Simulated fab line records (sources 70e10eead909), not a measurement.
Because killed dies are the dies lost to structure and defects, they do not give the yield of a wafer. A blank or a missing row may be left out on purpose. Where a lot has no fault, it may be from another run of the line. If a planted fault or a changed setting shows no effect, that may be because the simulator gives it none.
Matching of chambers :: flow nand-harc :: 4 sister chambers for NHARC_P_M2_STRIP_18 on rie-diel-13
The step strips in N2/H2. 4 wafers are shown with their chamber, then 10 later ones without.

WAFERS, EACH WITH ITS CHAMBER
wafer: L084.4
chamber: 0
showerhead-plenum-p-Torr (Torr): 2.06

wafer: L084.6
chamber: 2
showerhead-plenum-p-Torr (Torr): 2.13

wafer: L089.2
chamber: 1
showerhead-plenum-p-Torr (Torr): 2.19

wafer: L088.5
chamber: 3
showerhead-plenum-p-Torr (Torr): 2.13

WAFERS WHOSE CHAMBER IS MISSING
wafer: L088.6
showerhead-plenum-p-Torr (Torr): 2.13

wafer: L091.1
showerhead-plenum-p-Torr (Torr): 2.13

wafer: L091.2
showerhead-plenum-p-Torr (Torr): 2.06

wafer: L091.4
showerhead-plenum-p-Torr (Torr): 2.19

wafer: L093.2
showerhead-plenum-p-Torr (Torr): 2.19

wafer: L093.3
showerhead-plenum-p-Torr (Torr): 2.12

wafer: L093.5
showerhead-plenum-p-Torr (Torr): 2.06

wafer: L095.1
showerhead-plenum-p-Torr (Torr): 2.06

wafer: L095.2
showerhead-plenum-p-Torr (Torr): 2.13

wafer: L095.3
showerhead-plenum-p-Torr (Torr): 2.12

WHICH CHAMBER EACH WENT THROUGH
wafer: L088.6
from the rows above: can't be placed: 2 or 3
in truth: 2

wafer: L091.1
from the rows above: can't be placed: 2 or 3
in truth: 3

wafer: L091.2
from the rows above: 0
in truth: 0

wafer: L091.4
from the rows above: 1
in truth: 1

wafer: L093.2
from the rows above: 1
in truth: 1

wafer: L093.3
from the rows above: can't be placed: 2 or 3
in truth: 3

wafer: L093.5
from the rows above: 0
in truth: 0

wafer: L095.1
from the rows above: 0
in truth: 0

wafer: L095.2
from the rows above: can't be placed: 2 or 3
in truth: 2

wafer: L095.3
from the rows above: can't be placed: 2 or 3
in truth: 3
5 of 10 placed correctly. From these rows, 5 cannot be placed; in 5 the true chamber is one of the candidates. Placed wrongly: 0.
How it was worked out, from the rows above alone: a wafer's distance from a chamber is the root of the sum, over the readings, of the square of ((its reading less the chamber's mean) divided by the reading's scatter). If the next closest chamber is less than 2 further off than the closest, the wafer can't be placed; otherwise it belongs to the closest. The mean given for a chamber averages the wafers shown for that chamber. The scatter: with one shown wafer a chamber, the root of the mean of the squares of how far each hidden wafer lies from its nearest shown one.
